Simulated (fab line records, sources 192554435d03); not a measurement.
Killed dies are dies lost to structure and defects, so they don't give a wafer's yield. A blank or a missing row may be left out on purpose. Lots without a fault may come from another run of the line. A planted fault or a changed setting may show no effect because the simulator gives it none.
Split-lot experiment | flow n5_finfet | 7 lots, 21 wafers read, on a route of 1938 steps

THE SPLIT
At N5_WELL_APT_EXPOSE_05 (exposes mask NWELL, defocus 0 nm, target cd 200 nm), the setting dose_mj was moved away from the recipe's 20.3 on 8 of the 21 wafers read, by -7.4% to +7.5%. The other wafers ran this setting at the recipe's value.

FROM THE SPLIT TO THE READING: what the file shows between them, 2 steps
- N5_WELL_APT_DEVELOP_07: develop time 45 s (also split here: develop_time_s)
- N5_WELL_APT_HARDBAKE_12: time 120 s

THE READING
cd_nm, in nm, at N5_WELL_APT_CD_MEAS_08 (target cd 200 nm). Fault-free wafers of this fab line usually give 199.6 nm, standard deviation 1.7 nm.

wafer  | tool, chamber at the split | dose_mj as run | against the recipe | cd_nm, nm | against lot-mates on the recipe
L074.3 | krf_scanner-02, 0          | 20.3           | recipe             | 199.9     | -
L074.4 | krf_scanner-02, 0          | 20.3           | recipe             | 200.9     | -
L074.6 | krf_scanner-02, 0          | 19.41          | -4.4%              | 194.3     | -6.1
L075.3 | krf_scanner-01, 0          | 20.3           | recipe             | 202.8     | -
L075.4 | krf_scanner-01, 0          | 18.79          | -7.4%              | 189.6     | -12.5
L075.6 | krf_scanner-01, 0          | 20.3           | recipe             | 201.3     | -
L082.2 | krf_scanner-02, 0          | 20.3           | recipe             | 196.0     | -
L082.3 | krf_scanner-02, 0          | 21.61          | +6.5%              | 207.2     | +11.2
L082.5 | krf_scanner-02, 0          | 21.61          | +6.5%              | 207.2     | +11.2
L083.1 | krf_scanner-01, 0          | 20.3           | recipe             | 195.7     | -
L083.5 | krf_scanner-01, 0          | 20.3           | recipe             | 197.7     | -
L083.6 | krf_scanner-01, 0          | 20.3           | recipe             | 198.1     | -
L087.3 | krf_scanner-01, 0          | 21.82          | +7.5%              | 209.9     | +9.8
L087.4 | krf_scanner-01, 0          | 20.3           | recipe             | 201.3     | -
L087.6 | krf_scanner-01, 0          | 20.3           | recipe             | 198.8     | -
L091.2 | krf_scanner-02, 0          | 21.6           | +6.4%              | 210.8     | +12.3
L091.4 | krf_scanner-02, 0          | 20.3           | recipe             | 198.5     | -
L091.6 | krf_scanner-02, 0          | 21.6           | +6.4%              | 212.5     | +14.0
L092.4 | krf_scanner-02, 0          | 20.3           | recipe             | 198.5     | -
L092.5 | krf_scanner-02, 0          | 21.4           | +5.4%              | 207.0     | +8.4
L092.6 | krf_scanner-02, 0          | 20.3           | recipe             | 198.7     | -

THE FIT
A straight line over all 21 wafers: cd_nm changes by +1.45 nm for each +1% of dose_mj; r = +0.94; the points scatter about the line by 2.1 nm.
The same after taking each lot's own level away (the mean of its wafers on the recipe; 21 wafers): +1.68 nm for each +1%; r = +0.98; scatter 1.3 nm.
On that fit, the largest move of dose_mj shifts the reading by 13 nm.
The lots' own levels span 196.00 to 202.05 nm, that is 3.6 times the standard deviation above.
So the lot-to-lot level changes the slope: the two fits differ.
Check: with one of the wafers moved furthest among these (+7.5%) left out of the fit, the line predicts +13.4 nm for it against its lot-mates. It came out at +9.85 nm against them.

OTHER SPLITS ON THESE WAFERS
These wafers also went through other splits before the reading. Each is held against what the fit with the lots' levels taken away leaves over:
other split on the same wafers        | wafers away from the commonest value | r with cd_nm (lot level and that fit taken away)
N5_ZERO_LAYER_PECVD_02 time_s         | 10                                   | +0.09
N5_ZERO_LAYER_EXPOSE_08 dose_mj       | 6                                    | +0.20
N5_WELL_APT_DEVELOP_07 develop_time_s | 3                                    | +0.00

THE WHOLE CHAIN: every reading that the file lists as answering this split, in the file's order
step                   | what it does             | reading                                                         | change (the file's fit)              | r (the file's)
N5_WELL_APT_CD_MEAS_08 | target cd 200 nm         | cd_nm                                                           | +1.63 nm for each +1% of the setting | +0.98
N5_WELL_APT_DESCUM_13  | chemistry O2, time 7.9 s | WELL_APT.cd_nm (the simulator's own value, which no gauge read) | +1.63 nm for each +1% of the setting | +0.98

THE FILE'S OWN FIT
cd_nm changes by +1.63 nm for each +1% of dose_mj, r = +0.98.
